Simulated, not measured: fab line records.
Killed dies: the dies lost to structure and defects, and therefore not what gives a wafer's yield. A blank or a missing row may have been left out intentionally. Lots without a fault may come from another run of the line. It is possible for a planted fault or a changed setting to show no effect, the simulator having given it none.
A struck lot beside a sound one	flow nand harc	16 steps out of a route of 1302
Sound: these wafers, L975.1, L975.2, L975.4. Struck: wafer L984.3 (left out: L984.6, a lot-mate that was not struck); the cause follows at the end.
At each step with rows: each side's tool, then ch and its chambers, then its first start. Under that, the readings that differ: sound wafers	struck wafers	difference of the means	sigmas: that difference in standard deviations of wafers without a fault.
alike: readings whose means differ by less than 2 such deviations, and words and numbers that are the same on both sides. not compared: withheld readings, readings that some wafer has no value for, bounds like >300 that may hide the same value, and numbers for which the record gives no deviation and whose values overlap.
A row with sigmas, a row that says differs or no value, or rows on one side alone: a step with any of these is where the two part. Non-overlapping numbers with no deviation appear without sigmas and do not part them. Lack of a reading on every wafer of one side parts them only where that side has two or more wafers.

NHARC_A_ONON_D2_THK_MEAS_08: measures by ellipsometry.
  sound: film metro-01 at day 16 20:59; struck: film metro-02 at day 20 18:32
  alike: thk nm
after that, 1 step with no rows for these wafers: NHARC_A_ONON_D2_DEP_09 (target thk 1000 nm).
NHARC_A_ONON_D2_THK_MEAS_11: measures by ellipsometry.
  sound: film metro-01 at day 16 21:32; struck: film metro-02 at day 20 19:05
  alike: thk nm
after that, 1 step with no rows for these wafers: NHARC_A_ONON_D2_DEP_12 (target thk 1000 nm).
NHARC_A_ONON_D2_THK_MEAS_14: measures by ellipsometry.
  sound: film metro-01 at day 16 22:07; struck: film metro-02 at day 20 19:39
  alike: thk nm
then, 2 steps without rows for these wafers: NHARC_A_ONON_D2_ANNEAL_15 (time 3600 s); NHARC_A_ONON_D2_DEP_16 (target thk 1000 nm).
NHARC_A_ONON_D2_THK_MEAS_18: measures by ellipsometry.
  sound: film metro-02 at day 17 05:50; struck: film metro-02 at day 21 03:20
  alike: thk nm
after that, 1 step with no rows for these wafers: NHARC_A_ONON_D2_DEP_19 (target thk 1000 nm).
NHARC_A_ONON_D2_THK_MEAS_21: measures by ellipsometry.
  sound: film metro-01 at day 17 06:23; struck: film metro-01 at day 21 03:53
  alike: thk nm
after that, 1 step with no rows for these wafers: NHARC_A_ONON_D2_DEP_22 (target thk 1000 nm).
NHARC_A_ONON_D2_THK_MEAS_24: measures by ellipsometry.
  sound: film metro-01 at day 17 06:58; struck: film metro-01 at day 21 04:28
  alike: thk nm
NHARC_A_ONON_D2_DEP_25: target thk 1000 nm.
  sound on pecvd onon-02 ch 0, day 17 07:01; struck on pecvd onon-03 ch 0, day 21 04:38
  alike: nh3 flow sccm, sih4 flow sccm
NHARC_A_ONON_D2_THK_MEAS_27: measures by ellipsometry.
  sound: film metro-02 at day 17 07:32; struck: film metro-02 at day 21 05:02
reading	sound	struck	difference	sigmas
thk nm (nm)	1007 1008 1007	1111	+104	+9
after that, 1 step with no rows for these wafers: NHARC_A_ONON_D2_DEP_28 (target thk 1000 nm).
-- jump in the record: it breaks off in module A_ONON_D2 and resumes in module END (first step shown: number 1302 of the route), and 12 days separate the struck wafers' starts before and after --
NHARC_END_SORT_01:
  the record has rows for the struck wafers here (prober-02 ch 0, day 33 02:31) and none for the sound ones

WHERE THEY PART
At NHARC_A_ONON_D2_THK_MEAS_27 first; at NHARC_END_SORT_01 last (within this record only).

WHY: what had been put in by the simulator
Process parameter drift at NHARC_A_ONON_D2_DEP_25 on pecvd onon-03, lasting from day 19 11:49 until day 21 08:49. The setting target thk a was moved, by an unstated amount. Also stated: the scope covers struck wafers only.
